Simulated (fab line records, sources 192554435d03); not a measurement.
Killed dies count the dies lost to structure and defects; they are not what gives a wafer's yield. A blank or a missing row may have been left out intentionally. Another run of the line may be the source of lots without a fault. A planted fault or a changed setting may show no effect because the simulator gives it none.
One fault through the eyes of 2 desks | flow n5Finfet | numbers are kept per desk, each desk with only its own; the story behind them comes last
Where a reading is given only as a bound, like >300, the bound stands for it, and a mean or a difference that rests on one is marked > or <: the true number lies beyond.

== TOOL OWNER'S DESK, aldHk-03 ==
The tool's own readings at N5_MIM_TOP_ALD_01 (deposits HfO2, target thk 5.6 nm, pulse time 1 s, purge time 3 s): means of the sampled wafers that have a number, for each lot that ran on this tool. Any lot whose mean is over 4 standard deviations away from the usual mean is out of limits and marked OUT; that distance is given in the brackets.
Columns: A = precursorPulseHeightRel at N5_MIM_TOP_ALD_01, usual 0.998
lot  | first seen here | A
L204 | day 11 16:00    | 1.022
L202 | day 12 05:00    | 0.993
L214 | day 14 20:00    | 0.994
L215 | day 15 00:00    | 0.988
This desk's verdict: no lot among the 4 shows anything out of limits.

== THE DEFECT DESK ==
What the inspections along the route counted, lot by lot: means of the sampled wafers that have a number. Any lot whose mean is over 4 standard deviations away from the usual mean is out of limits and marked OUT; that distance is given in the brackets.
Columns: A = rawDefectCount at N5_MIM_TOP_LITHO_INSPECT_12, usual 2.1
lot  | first seen here | A
L204 | day 11 17:53    | 2.3
L202 | day 12 08:55    | 1.0
L203 | day 12 10:40    | 1.7
L205 | day 13 05:52    | 2.0
L206 | day 13 07:17    | 2.5
L214 | day 14 21:45    | >102 (>+71) OUT
L215 | day 15 02:07    | >102 (>+71) OUT
L221 | day 16 20:42    | 4.0
L223 | day 17 01:41    | 1.0
L222 | day 17 02:06    | 2.7
L224 | day 17 06:46    | 1.7
This desk finds L214, L215 out of limits, L214 being first, at day 14 21:45 (rawDefectCount at N5_MIM_TOP_LITHO_INSPECT_12). L204, L202, L203, L205, L206, L221, L223, L222, L224 stayed within limits.

== PUT TOGETHER ==
The defect desk could have raised an alarm at day 14 21:45, on L214, L215.
Nothing out of limits was seen by the tool owner's desk.
Tool owner's desk: L214, L215 on record, inside its limits.
Every lot named ran N5_MIM_TOP_ALD_01 on aldHk-03.

== WHAT THE SIMULATOR PUT IN ==
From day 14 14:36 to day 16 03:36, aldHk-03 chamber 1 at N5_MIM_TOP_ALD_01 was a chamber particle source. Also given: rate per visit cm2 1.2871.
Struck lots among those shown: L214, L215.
Hours from the fault's start to each desk's first reading out of limits: the defect desk, 7.
